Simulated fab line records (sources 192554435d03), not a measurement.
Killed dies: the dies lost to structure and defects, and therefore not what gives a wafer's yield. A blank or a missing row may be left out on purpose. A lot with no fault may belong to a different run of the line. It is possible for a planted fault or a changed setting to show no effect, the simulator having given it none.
Split-lot trial || flow n5-finfet || route with 1938 steps; 7 lots, 21 wafers read

THE SPLIT
At N5_MOL_CONTACT_COAG_ALD_133 (deposits SiO2, target thk 5 nm, pulse time 1 s, co reactant pulse time 1 s), the setting ald-cycles was moved away from the recipe's 35 on 9 of the 21 wafers read, by -14.3% to +14.3%. All remaining wafers had this setting at the recipe value.

The reading is taken at the split's own step.

THE READING
SiO2_of_MOL_CONTACT_COAG_ALD_133.thk-nm (the simulator's own value, which no gauge read), in nm, at N5_MOL_CONTACT_COAG_ALD_133 (deposits SiO2, target thk 5 nm, pulse time 1 s, co reactant pulse time 1 s). The file does not state a usual value for it.

{"wafer": "L078.2", "tool, chamber at the split": "ald-sin-02, 1,2,3", "ald-cycles as run": 35, "against the recipe": "recipe", "SiO2_of_MOL_CONTACT_COAG_ALD_133.thk-nm, nm": 5, "against lot-mates on the recipe": "-"}
{"wafer": "L078.4", "tool, chamber at the split": "ald-sin-02, 1,2,3", "ald-cycles as run": 35, "against the recipe": "recipe", "SiO2_of_MOL_CONTACT_COAG_ALD_133.thk-nm, nm": 5, "against lot-mates on the recipe": "-"}
{"wafer": "L078.6", "tool, chamber at the split": "ald-sin-02, 1,2,3", "ald-cycles as run": 35, "against the recipe": "recipe", "SiO2_of_MOL_CONTACT_COAG_ALD_133.thk-nm, nm": 5, "against lot-mates on the recipe": "-"}
{"wafer": "L081.2", "tool, chamber at the split": "ald-sin-01, 1,3", "ald-cycles as run": 30, "against the recipe": "-14.3%", "SiO2_of_MOL_CONTACT_COAG_ALD_133.thk-nm, nm": 4.2, "against lot-mates on the recipe": -0.8}
{"wafer": "L081.4", "tool, chamber at the split": "ald-sin-01, 1,3", "ald-cycles as run": 30, "against the recipe": "-14.3%", "SiO2_of_MOL_CONTACT_COAG_ALD_133.thk-nm, nm": 4.2, "against lot-mates on the recipe": -0.8}
{"wafer": "L081.3", "tool, chamber at the split": "ald-sin-01, 0", "ald-cycles as run": 35, "against the recipe": "recipe", "SiO2_of_MOL_CONTACT_COAG_ALD_133.thk-nm, nm": 5, "against lot-mates on the recipe": "-"}
{"wafer": "L083.2", "tool, chamber at the split": "ald-sin-01, 1", "ald-cycles as run": 35, "against the recipe": "recipe", "SiO2_of_MOL_CONTACT_COAG_ALD_133.thk-nm, nm": 5, "against lot-mates on the recipe": "-"}
{"wafer": "L083.4", "tool, chamber at the split": "ald-sin-01, 3", "ald-cycles as run": 40, "against the recipe": "+14.3%", "SiO2_of_MOL_CONTACT_COAG_ALD_133.thk-nm, nm": 5.6, "against lot-mates on the recipe": "+0.6"}
{"wafer": "L083.5", "tool, chamber at the split": "ald-sin-01, 2", "ald-cycles as run": 40, "against the recipe": "+14.3%", "SiO2_of_MOL_CONTACT_COAG_ALD_133.thk-nm, nm": 5.8, "against lot-mates on the recipe": "+0.8"}
{"wafer": "L085.1", "tool, chamber at the split": "ald-sin-03, 3", "ald-cycles as run": 37, "against the recipe": "+5.7%", "SiO2_of_MOL_CONTACT_COAG_ALD_133.thk-nm, nm": 5.4, "against lot-mates on the recipe": "+0.4"}
{"wafer": "L085.2", "tool, chamber at the split": "ald-sin-03, 0", "ald-cycles as run": 35, "against the recipe": "recipe", "SiO2_of_MOL_CONTACT_COAG_ALD_133.thk-nm, nm": 5, "against lot-mates on the recipe": "-"}
{"wafer": "L085.3", "tool, chamber at the split": "ald-sin-03, 1", "ald-cycles as run": 37, "against the recipe": "+5.7%", "SiO2_of_MOL_CONTACT_COAG_ALD_133.thk-nm, nm": 5.2, "against lot-mates on the recipe": "+0.2"}
{"wafer": "L089.1", "tool, chamber at the split": "ald-sin-02, 3,0", "ald-cycles as run": 35, "against the recipe": "recipe", "SiO2_of_MOL_CONTACT_COAG_ALD_133.thk-nm, nm": 5, "against lot-mates on the recipe": "-"}
{"wafer": "L089.3", "tool, chamber at the split": "ald-sin-02, 3,0", "ald-cycles as run": 35, "against the recipe": "recipe", "SiO2_of_MOL_CONTACT_COAG_ALD_133.thk-nm, nm": 5, "against lot-mates on the recipe": "-"}
{"wafer": "L089.5", "tool, chamber at the split": "ald-sin-02, 2", "ald-cycles as run": 38, "against the recipe": "+8.6%", "SiO2_of_MOL_CONTACT_COAG_ALD_133.thk-nm, nm": 5.4, "against lot-mates on the recipe": "+0.4"}
{"wafer": "L092.1", "tool, chamber at the split": "ald-sin-03, 0,1", "ald-cycles as run": 35, "against the recipe": "recipe", "SiO2_of_MOL_CONTACT_COAG_ALD_133.thk-nm, nm": 5, "against lot-mates on the recipe": "-"}
{"wafer": "L092.3", "tool, chamber at the split": "ald-sin-03, 0,1", "ald-cycles as run": 35, "against the recipe": "recipe", "SiO2_of_MOL_CONTACT_COAG_ALD_133.thk-nm, nm": 5, "against lot-mates on the recipe": "-"}
{"wafer": "L092.6", "tool, chamber at the split": "ald-sin-03, 3", "ald-cycles as run": 38, "against the recipe": "+8.6%", "SiO2_of_MOL_CONTACT_COAG_ALD_133.thk-nm, nm": 5.4, "against lot-mates on the recipe": "+0.4"}
{"wafer": "L095.3", "tool, chamber at the split": "ald-sin-02, 2,0", "ald-cycles as run": 35, "against the recipe": "recipe", "SiO2_of_MOL_CONTACT_COAG_ALD_133.thk-nm, nm": 5, "against lot-mates on the recipe": "-"}
{"wafer": "L095.5", "tool, chamber at the split": "ald-sin-02, 2,0", "ald-cycles as run": 35, "against the recipe": "recipe", "SiO2_of_MOL_CONTACT_COAG_ALD_133.thk-nm, nm": 5, "against lot-mates on the recipe": "-"}
{"wafer": "L095.6", "tool, chamber at the split": "ald-sin-02, 1", "ald-cycles as run": 30, "against the recipe": "-14.3%", "SiO2_of_MOL_CONTACT_COAG_ALD_133.thk-nm, nm": 4.4, "against lot-mates on the recipe": -0.6}
Where a row lists several chambers, the file gives one row for several wafers and doesn't say which wafer went through which chamber.

FIT RESULTS
A straight line over all 21 wafers: SiO2_of_MOL_CONTACT_COAG_ALD_133.thk-nm changes by +0.0501 nm for each +1% of ald-cycles; r = +0.99; the points scatter about the line by 0.061 nm.
The same after taking each lot's own level away (the mean of its wafers on the recipe; 21 wafers): +0.0501 nm for each +1%; r = +0.99; scatter 0.061 nm.
On that fit, the largest move of ald-cycles shifts the reading by 0.72 nm.
The lots' own levels span 5.00 to 5.00 nm.
The two slopes agree, so the slope changes little with the lot-to-lot level.
Check: for one of the wafers moved furthest among these (-14.3%), held out of the fit, the line's prediction against its lot-mates is -0.698 nm. It came out at -0.8 nm against them.

FURTHER SPLITS ON THESE WAFERS
Note: prior to the reading, these wafers also went through further splits. Each is held against what the fit with the lots' levels taken away leaves over:
{"other split on the same wafers": "N5_SD_EPI_N_DESCUM_14 time-s", "wafers away from the commonest value": 8, "r with SiO2_of_MOL_CONTACT_COAG_ALD_133.thk-nm (lot level and that fit taken away)": -0.25}
{"other split on the same wafers": "N5_HKMG_FIN_COAT_29 spin-rpm", "wafers away from the commonest value": 7, "r with SiO2_of_MOL_CONTACT_COAG_ALD_133.thk-nm (lot level and that fit taken away)": -0.21}
{"other split on the same wafers": "N5_HKMG_FIN_DESCUM_17 time-s", "wafers away from the commonest value": 5, "r with SiO2_of_MOL_CONTACT_COAG_ALD_133.thk-nm (lot level and that fit taken away)": "+0.42"}
{"other split on the same wafers": "N5_GATE_CUT_DESCUM_18 time-s", "wafers away from the commonest value": 4, "r with SiO2_of_MOL_CONTACT_COAG_ALD_133.thk-nm (lot level and that fit taken away)": "+0.20"}
{"other split on the same wafers": "N5_MOL_CONTACT_COAG_CONTACT_ETCH_14 source-w", "wafers away from the commonest value": 7, "r with SiO2_of_MOL_CONTACT_COAG_ALD_133.thk-nm (lot level and that fit taken away)": "+0.28"}

THE FILE'S OWN FIT
SiO2_of_MOL_CONTACT_COAG_ALD_133.thk-nm changes by +0.0487 nm for each +1% of ald-cycles, r = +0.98.
